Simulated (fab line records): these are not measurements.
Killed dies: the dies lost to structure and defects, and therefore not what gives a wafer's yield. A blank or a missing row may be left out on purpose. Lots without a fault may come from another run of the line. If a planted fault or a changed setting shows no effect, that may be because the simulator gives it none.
A lot that was struck, set against a sound lot / flow nandHarc / 27 out of 1302 route steps
Sound: wafers L785.1, L785.5, L785.6. Struck: wafers L797.2, L797.3, L797.5. Last of all comes the cause.
Per side, at each step with rows, come the tool, then ch with its chambers, and then its first start. Under that, the readings that differ: sound wafers / struck wafers / difference of the means / sigmas: that difference in standard deviations of wafers without a fault.
alike: words and numbers the same on both sides, and readings whose means are apart by under 2 such deviations; not compared: readings that were withheld, readings missing a value for some wafer, numbers with overlapping values and no deviation given by the record, and bounds like >300 which may hide the same value.
Wherever a step has rows on one side only, a row that says differs or no value, or a row with sigmas, the two part there. Non-overlapping numbers with no deviation appear without sigmas and do not part them. A reading missing from all wafers of one side parts the sides only when that side holds two or more wafers.

first, 6 steps without rows for these wafers: NHARC_A_ONON_D1_DEP_03 (target thk 1000 nm); NHARC_A_ONON_D1_DEP_06 (target thk 1000 nm); NHARC_A_ONON_D1_DEP_09 (target thk 1000 nm); NHARC_A_ONON_D1_DEP_12 (target thk 1000 nm); NHARC_A_ONON_D1_ANNEAL_15 (time 3600 s); NHARC_A_ONON_D1_DEP_16 (target thk 1000 nm).
NHARC_A_ONON_D1_DEP_19: target thk 1000 nm.
  sound on pecvdOnon-04 ch 0, day 8 09:55; struck on pecvdOnon-04 ch 0, day 13 02:34
  alike: nh3FlowSccm
then, 19 steps without rows for these wafers: NHARC_A_ONON_D1_DEP_22 (target thk 1000 nm); NHARC_A_ONON_D1_DEP_25 (target thk 1000 nm); NHARC_A_ONON_D1_DEP_28 (target thk 1000 nm); NHARC_A_ONON_D1_DEP_33 (deposits SiO2, target thk 200 nm); NHARC_A_CHANNEL_HOLE_D1_DEP_00 (deposits aC, target thk 3100 nm); NHARC_A_CHANNEL_HOLE_D1_DEP_01 (deposits SiON, target thk 140 nm); NHARC_A_CHANNEL_HOLE_D1_DEHYDRATE_02 (time 120 s); NHARC_A_CHANNEL_HOLE_D1_HMDS_03 (time 30 s); NHARC_A_CHANNEL_HOLE_D1_COAT_36 (time 75 s); NHARC_A_CHANNEL_HOLE_D1_COAT_37 (time 65 s); NHARC_A_CHANNEL_HOLE_D1_COAT_04 (resist thk 90 nm); NHARC_A_CHANNEL_HOLE_D1_SOFTBAKE_05 (time 55 s); NHARC_A_CHANNEL_HOLE_D1_EBR_06; NHARC_A_CHANNEL_HOLE_D1_EXPOSE_07 (exposes mask HOLE D1, target cd 100 nm); NHARC_A_CHANNEL_HOLE_D1_PEB_08 (peb time 65 s); NHARC_A_CHANNEL_HOLE_D1_DEVELOP_09 (develop time 35 s); NHARC_A_CHANNEL_HOLE_D1_DESCUM_15 (chemistry O2, time 3 s); NHARC_A_CHANNEL_HOLE_D1_ETCH_38 (etches the open film in CF4, target depth 39 nm, time 65 s); NHARC_A_CHANNEL_HOLE_D1_ETCH_39 (etches the open film in N2/H2, target depth 260 nm, time 325 s).
-- jump in the record: it breaks off in module A_CHANNEL_HOLE_D1 and resumes in module END (first step shown: number 1302 of the route), and 16 days separate the struck wafers' starts before and after --
NHARC_END_SORT_01:
  the record has rows for the struck wafers here (prober-01 ch 0, day 29 09:05) and none for the sound ones

== WHERE THEY PART ==
NHARC_END_SORT_01 only, going by this record.

WHY: what had been put in by the simulator
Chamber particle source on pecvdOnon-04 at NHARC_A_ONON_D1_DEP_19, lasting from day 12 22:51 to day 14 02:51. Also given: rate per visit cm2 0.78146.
